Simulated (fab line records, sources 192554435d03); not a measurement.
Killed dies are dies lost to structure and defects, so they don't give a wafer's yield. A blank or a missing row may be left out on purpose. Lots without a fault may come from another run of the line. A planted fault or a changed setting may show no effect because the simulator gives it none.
A struck lot beside a sound one | flow n5_finfet | 16 steps out of a route of 1938
Sound: wafers L498.1, L498.5, L498.6. Struck: wafers L490.2, L490.4, L490.5. The cause comes at the end.
At each step with rows: each side's tool, then ch and its chambers, then its first start. Under that, the readings that differ: sound wafers | struck wafers | difference of the means | sigmas: that difference in standard deviations of wafers without a fault.
alike: readings whose means differ by less than 2 such deviations, and words and numbers that are the same on both sides. not compared: withheld readings, readings that some wafer has no value for, bounds like >300 that may hide the same value, and numbers for which the record gives no deviation and whose values overlap.
The two part at a step that has a row with sigmas, a row that says differs or no value, or rows on one side only. Numbers that don't overlap but have no deviation are shown without sigmas and don't part them. A reading that every wafer of one side lacks parts them only if that side has two wafers or more.

first, 2 steps without rows for these wafers: N5_BEOL_M3_STRIP_65 (strips in N2/H2); N5_BEOL_M3_STRIP_75 (strips in N2/H2).
N5_BEOL_M3_STRIP_66: strips in CF4.
  sound on rie_diel-04 ch 0,1, day 11 00:47; struck on rie_diel-02 ch 2,3, day 8 21:58
  reading                     | sound       | struck      | difference | sigmas
  drypump_motor_current_A (A) | 5.2 5.2 5.2 | 5.9 6.3 6.3 | +1.0       | +2
  alike: oes_product_au, rf_vpp_V, showerhead_plenum_p_Torr, throttle_valve_pct
  not compared: rf_hours_counter_h
N5_BEOL_M3_HM_OPEN_17: chemistry Cl2/BCl3, target TiN, target depth 20 nm, overetch 6 nm.
  sound on rie_metal-03 ch 0,1, day 11 00:50; struck on rie_metal-01 ch 0,1, day 8 22:01
  alike: drypump_motor_current_A, oes_product_au, throttle_valve_pct
  not compared: rf_hours_counter_h
N5_BEOL_M3_STRIP_19: strips in O2.
  sound on rie_diel-04 ch 0,1,2, day 11 00:56; struck on rie_diel-05 ch 0,1,2, day 8 22:19
  alike: drypump_motor_current_A, oes_product_au, rf_vpp_V, showerhead_plenum_p_Torr, throttle_valve_pct
  not compared: rf_hours_counter_h
N5_BEOL_M3_CD_MEAS_18: pitch 36 nm, target cd 18 nm.
  sound on cd_sem-03, day 11 01:01; struck on cd_sem-01, day 8 22:23
  alike: cd_nm
then, 6 steps without rows for these wafers: N5_BEOL_M3_COAT_67 (time 60 s, resist thk 60 nm); N5_BEOL_M3_COAT_68 (time 60 s, resist thk 12 nm); N5_BEOL_M3_COAT_76 (time 60 s, resist thk 5 nm); N5_BEOL_M3_COAT_22 (resist thk 30 nm); N5_BEOL_M3_EBR_24; N5_BEOL_M3_SOFTBAKE_23 (time 60 s).
N5_BEOL_M3_EXPOSE_25: exposes mask V2, defocus 5 nm.
  sound on euv_scanner-02 ch 0, day 11 01:18; struck on euv_scanner-01 ch 0, day 8 22:42
  reading              | sound             | struck            | difference | sigmas
  exposure_dose_mJ_cm2 | 62.87 62.81 62.91 | 61.31 61.26 61.25 | -1.59      | -25
  alike: mask
then, 1 step without rows for these wafers: N5_BEOL_M3_PEB_26 (peb time 60 s).
N5_BEOL_M4_RC_MEAS_101:
  sound on prober-02 ch 0, day 11 18:33; struck on prober-02 ch 0, day 9 15:44
  alike: DIBL_N, DIBL_P, IOFF_N, IOFF_P, ION_N, ION_P, SS_N, SS_P, VT_N, VT_P
N5_PASSIVATION_PROBE_49:
  the record has rows for the sound wafers here (prober-02, day 16 10:05) and none for the struck ones

WHERE THEY PART
First at N5_BEOL_M3_STRIP_66; last, within this record, at N5_PASSIVATION_PROBE_49.

WHY: what the simulator had put in
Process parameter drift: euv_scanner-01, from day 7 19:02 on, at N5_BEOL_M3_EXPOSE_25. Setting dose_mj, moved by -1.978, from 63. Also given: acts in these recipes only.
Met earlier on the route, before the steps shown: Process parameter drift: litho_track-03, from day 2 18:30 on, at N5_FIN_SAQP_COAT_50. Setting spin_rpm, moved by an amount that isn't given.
